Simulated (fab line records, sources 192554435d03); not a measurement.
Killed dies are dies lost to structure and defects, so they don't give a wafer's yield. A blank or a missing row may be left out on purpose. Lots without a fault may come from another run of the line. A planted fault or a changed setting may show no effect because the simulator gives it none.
Split-lot experiment | flow n5_finfet | 7 lots, 21 wafers read, on a route of 1938 steps

THE SPLIT
At N5_BEOL_M12_SPUTTER_44 (material Ta, target thk 10 nm, time 16.13 s), the setting power_w was moved away from the recipe's 15000 W on 7 of the 21 wafers read, by -17.8% to -7.5%. The other wafers ran this setting at the recipe's value.

The reading is taken at the split's own step.

THE READING
Ta_of_BEOL_M12_SPUTTER_44.thk_nm (the simulator's own value, which no gauge read), in nm, at N5_BEOL_M12_SPUTTER_44 (material Ta, target thk 10 nm, time 16.13 s). The file gives no usual value for it. The 14 wafers here that ran the recipe average 10.0 nm, standard deviation 0.14 nm.

wafer  | tool, chamber at the split | power_w as run, W | against the recipe | Ta_of_BEOL_M12_SPUTTER_44.thk_nm, nm | against lot-mates on the recipe
L074.3 | pvd_sputter-03, -          | 15000             | recipe             | 10                                   | -
L074.4 | pvd_sputter-03, -          | 12350             | -17.7%             | 8.2                                  | -1.8
L074.5 | pvd_sputter-03, -          | 12350             | -17.7%             | 8.2                                  | -1.8
L076.1 | pvd_sputter-01, -          | 15000             | recipe             | 10.2                                 | -
L076.4 | pvd_sputter-01, -          | 15000             | recipe             | 10                                   | -
L076.6 | pvd_sputter-01, -          | 15000             | recipe             | 10                                   | -
L080.2 | pvd_sputter-02, -          | 15000             | recipe             | 9.8                                  | -
L080.5 | pvd_sputter-02, -          | 15000             | recipe             | 9.8                                  | -
L080.6 | pvd_sputter-02, -          | 15000             | recipe             | 10                                   | -
L081.3 | pvd_sputter-02, -          | 13880             | -7.5%              | 9.4                                  | -0.8
L081.4 | pvd_sputter-02, -          | 15000             | recipe             | 10.2                                 | -
L081.6 | pvd_sputter-02, -          | 15000             | recipe             | 10.2                                 | -
L088.1 | pvd_sputter-03, -          | 15000             | recipe             | 10                                   | -
L088.2 | pvd_sputter-03, -          | 15000             | recipe             | 10                                   | -
L088.5 | pvd_sputter-03, -          | 15000             | recipe             | 9.8                                  | -
L090.1 | pvd_sputter-02, -          | 12330             | -17.8%             | 8.2                                  | -1.8
L090.6 | pvd_sputter-02, -          | 12330             | -17.8%             | 8.2                                  | -1.8
L090.4 | pvd_sputter-02, -          | 15000             | recipe             | 10                                   | -
L097.1 | pvd_sputter-02, -          | 15000             | recipe             | 10.2                                 | -
L097.2 | pvd_sputter-02, -          | 13860             | -7.6%              | 9.4                                  | -0.8
L097.5 | pvd_sputter-02, -          | 13860             | -7.6%              | 9.6                                  | -0.6

THE FIT
A straight line over all 21 wafers: Ta_of_BEOL_M12_SPUTTER_44.thk_nm changes by +0.1 nm for each +1% of power_w; r = +0.98; the points scatter about the line by 0.15 nm.
The same after taking each lot's own level away (the mean of its wafers on the recipe; 21 wafers): +0.101 nm for each +1%; r = +0.99; scatter 0.077 nm.
On that fit, the largest move of power_w shifts the reading by 1.8 nm.
The lots' own levels span 9.87 to 10.20 nm, that is 2.4 times the standard deviation above.
So the lot-to-lot level changes the slope little: the two slopes agree.
Check: with one of the wafers moved furthest among these (-17.8%) left out of the fit, the line predicts -1.8 nm for it against its lot-mates. It came out at -1.8 nm against them.

OTHER SPLITS ON THESE WAFERS
These wafers also went through other splits before the reading. Each is held against what the fit with the lots' levels taken away leaves over:
other split on the same wafers | wafers away from the commonest value | r with Ta_of_BEOL_M12_SPUTTER_44.thk_nm (lot level and that fit taken away)
N5_BEOL_M12_PEB_08 peb_time_s  | 9                                    | -0.26

THE FILE'S OWN FIT
Ta_of_BEOL_M12_SPUTTER_44.thk_nm changes by +0.101 nm for each +1% of power_w, r = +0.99.
